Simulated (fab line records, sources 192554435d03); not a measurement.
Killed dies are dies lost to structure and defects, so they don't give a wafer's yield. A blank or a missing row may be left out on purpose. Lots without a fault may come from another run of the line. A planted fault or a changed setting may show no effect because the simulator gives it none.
Problem report in the 8D (eight disciplines) form, filled by code | flow n5_finfet | the parts of the form that need people (team, actions taken, sign-off) are left out

1. THE PROBLEM
RS_PWELL at N5_BEOL_M4_RC_MEAS_101 reads a mean of 2557 ohm/sq on 6 wafers of 2 lots; wafers without a fault read 2999 ohm/sq with a standard deviation of 22. That is -20 standard deviations from the usual mean.
First seen on wafer L943.1, day 10 14:52, on prober-02. The record holds 27 wafers of 9 lots with a number at this step. Rule for "out", or "out of limits": more than 4 standard deviations from the usual mean. The other wafers with a number count as sound.

2. WHAT IT IS AND WHAT IT IS NOT
question                    | is                     | is not
which readings at this step | RS_PWELL, CJ_N         | DIBL_P, IOFF_P, ION_P, SS_P, VT_P
which lots                  | L943, L945             | L937, L939, L941, L946, L951, L958, L960
which wafers of those lots  | all that have a number | -
read on which gauges        | prober-01, prober-02   | -
when                        | from day 10 14:52      | up to then (9 sound wafers); but 12 sound wafers of L946, L951, L958, L960 came after

3. SUSPECTS, AND WHAT RULES EACH OUT
Counting: a tool at a process step up to the reading stays a suspect if it ran every lot that is out and no sound lot after the first of them.
- the gauge at N5_BEOL_M4_RC_MEAS_101: ruled out. The wafers that are out were read on 2 gauges (prober-01, prober-02).
- implanter-01 at N5_WELL_APT_IMPLANT_32: ruled out as a lasting fault. Sound lots L958, L960 ran on it after its first lot that is out, L943 (day 3 03:56).
Left after counting: nothing in the record.

4. THE CAUSE (what the simulator had put in)
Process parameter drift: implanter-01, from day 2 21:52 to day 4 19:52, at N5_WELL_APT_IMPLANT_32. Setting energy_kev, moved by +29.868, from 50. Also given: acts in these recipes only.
Counting ruled it out, wrongly: the rule takes a fault to strike every lot that its tool runs from its start on, and this one did not.

5. THE CHAIN OF EFFECTS, in route order
Each row: a reading whose mean over the struck wafers that have a number lies more than 3 standard deviations from the usual. Only readings for which the record gives a usual standard deviation are gone through. hours: the time from each lot's start at the first step in this table that gives one to its start at this step, as a median over the lots. sigmas: the change in usual standard deviations.
hours | step                   | reading         | usual       | on struck wafers | change  | sigmas
0     | N5_WELL_APT_IMPLANT_32 | beam_energy_keV | 49.999      | 79.873           | +29.874 | +99 or more
177   | N5_BEOL_M4_RC_MEAS_101 | CJ_N            | 4.33        | 2.87             | -1.46   | -18
177   | N5_BEOL_M4_RC_MEAS_101 | RS_PWELL        | 2999 ohm/sq | 2557             | -442    | -20
The process steps in it:
- N5_WELL_APT_IMPLANT_32

6. WHAT WOULD HAVE CAUGHT IT SOONER
In this record the first reading out of limits at a measuring or inspecting step was taken at day 10 14:52, 185 hours after the fault began at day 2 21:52.
The tool's own readings at N5_WELL_APT_IMPLANT_32 were out on every struck wafer that the step has a row for (beam_energy_keV): an alarm limit on them would have fired on the first of those.
